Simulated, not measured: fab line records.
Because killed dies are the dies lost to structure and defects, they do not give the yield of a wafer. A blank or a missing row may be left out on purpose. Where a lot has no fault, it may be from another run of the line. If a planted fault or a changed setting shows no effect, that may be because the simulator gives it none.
Lot-split experiment -- flow n5 finfet -- 7 lots, 39 wafers read, on a route of 1938 steps

## THE SPLIT
At N5_GATE_CUT_EXPOSE_10 (exposes mask GATE CUT, target cd 20 nm), the setting dose mj was moved away from the recipe's 43.25 on 12 of the 39 wafers read, by -7.8% to +7.8%. This setting was run at the recipe's value on the other wafers.

## FROM THE SPLIT TO THE READING: what the file shows between them, 2 steps
- N5_GATE_CUT_PEB_11: peb time 60 s
- N5_GATE_CUT_DEVELOP_12: develop time 30 s

## THE READING
At N5_GATE_CUT_CD_MEAS_13: cd nm in nanometres, against a target cd of 20 nm. Typical for fault-free wafers on this fab line: 20.01 nm, with standard deviation 0.28 nm.

wafer,"tool, chamber at the split",dose mj as run,against the recipe,"cd nm, nm",against lot-mates on the recipe
L074.1,"euv scanner-02, 0",44.76,+3.5%,20.30,+0.65
L074.2,"euv scanner-02, 0",43.25,recipe,19.55,-
L074.3,"euv scanner-02, 0",44.76,+3.5%,20.65,+1.00
L074.4,"euv scanner-02, 0",43.25,recipe,19.77,-
L074.5,"euv scanner-02, 0",44.76,+3.5%,20.47,+0.82
L074.6,"euv scanner-02, 0",43.25,recipe,19.64,-
L076.1,"euv scanner-02, 0",43.25,recipe,19.54,-
L076.2,"euv scanner-02, 0",43.25,recipe,19.57,-
L076.3,"euv scanner-02, 0",43.25,recipe,19.75,-
L076.4,"euv scanner-02, 0",43.25,recipe,19.76,-
L076.5,"euv scanner-02, 0",43.25,recipe,19.94,-
L076.6,"euv scanner-02, 0",43.25,recipe,20.12,-
L080.3,"euv scanner-02, 0",43.25,recipe,20.09,-
L080.4,"euv scanner-02, 0",43.25,recipe,20.31,-
L080.5,"euv scanner-02, 0",43.25,recipe,20.02,-
L081.1,"euv scanner-02, 0",46.63,+7.8%,21.39,+1.18
L081.2,"euv scanner-02, 0",43.25,recipe,20.46,-
L081.3,"euv scanner-02, 0",46.63,+7.8%,21.86,+1.65
L081.4,"euv scanner-02, 0",43.25,recipe,19.97,-
L081.5,"euv scanner-02, 0",46.63,+7.8%,21.74,+1.53
L081.6,"euv scanner-02, 0",43.25,recipe,20.21,-
L083.1,"euv scanner-02, 0",43.25,recipe,19.81,-
L083.2,"euv scanner-02, 0",43.25,recipe,19.82,-
L083.3,"euv scanner-02, 0",39.86,-7.8%,17.95,-1.89
L083.4,"euv scanner-02, 0",39.86,-7.8%,17.70,-2.14
L083.5,"euv scanner-02, 0",39.86,-7.8%,17.77,-2.07
L083.6,"euv scanner-02, 0",43.25,recipe,19.88,-
L090.1,"euv scanner-02, 0",41.52,-4.0%,18.60,-1.31
L090.2,"euv scanner-02, 0",43.25,recipe,19.84,-
L090.3,"euv scanner-02, 0",43.25,recipe,19.64,-
L090.4,"euv scanner-02, 0",41.52,-4.0%,18.89,-1.02
L090.5,"euv scanner-02, 0",43.25,recipe,20.24,-
L090.6,"euv scanner-02, 0",41.52,-4.0%,18.83,-1.08
L096.1,"euv scanner-01, 0",43.25,recipe,20.55,-
L096.2,"euv scanner-01, 0",43.25,recipe,20.59,-
L096.3,"euv scanner-01, 0",43.25,recipe,20.33,-
L096.4,"euv scanner-01, 0",43.25,recipe,20.45,-
L096.5,"euv scanner-01, 0",43.25,recipe,20.17,-
L096.6,"euv scanner-01, 0",43.25,recipe,20.04,-

FIT RESULTS
A straight line over all 39 wafers: cd nm changes by +0.244 nm for each +1% of dose mj; r = +0.94; the points scatter about the line by 0.31 nm.
The same after taking each lot's own level away (the mean of its wafers on the recipe; 39 wafers): +0.23 nm for each +1%; r = +0.97; scatter 0.21 nm.
Per that fit: largest dose mj move, reading shift of 1.8 nm.
The span of the lots' own levels, 19.653 to 20.355 nm, comes to 2.5 times the standard deviation stated above.
Hence the lot-to-lot level has little effect on the slope; both slopes agree.
Check: for one of the wafers moved furthest among these (-7.8%), held out of the fit, the line's prediction against its lot-mates is -1.85 nm. Against them it came out at -1.89 nm.

## OTHER SPLITS ON THESE WAFERS
Other splits were also applied to these wafers ahead of the reading. Each is held against what the fit with the lots' levels taken away leaves over:
other split on the same wafers,wafers away from the commonest value,r with cd nm (lot level and that fit taken away)
N5_DUMMY_GATE_ETCH_37 source w,15,-0.21
N5_DUMMY_GATE_ETCH_44 target depth a,18,-0.01

## THE WHOLE CHAIN: every reading that the file lists as answering this split, in the file's order
step,what it does,reading,change (the file's fit),r (the file's)
N5_GATE_CUT_CD_MEAS_13,target cd 20 nm,cd nm,+0.23 nm for each +1% of the setting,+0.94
N5_GATE_CUT_DESCUM_18,"chemistry O2, time 7 s","GATE_CUT.cd nm (the simulator's own value, which no gauge read)",+0.224 nm for each +1% of the setting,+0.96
N5_GATE_CUT_ETCH_28,"etches underlayer in N2/H2, target depth 13 nm, time 10.4 s","GATE_CUT.cd nm (the simulator's own value, which no gauge read)",+0.215 nm for each +1% of the setting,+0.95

## THE FILE'S OWN FIT
cd nm changes by +0.23 nm for each +1% of dose mj, r = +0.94.
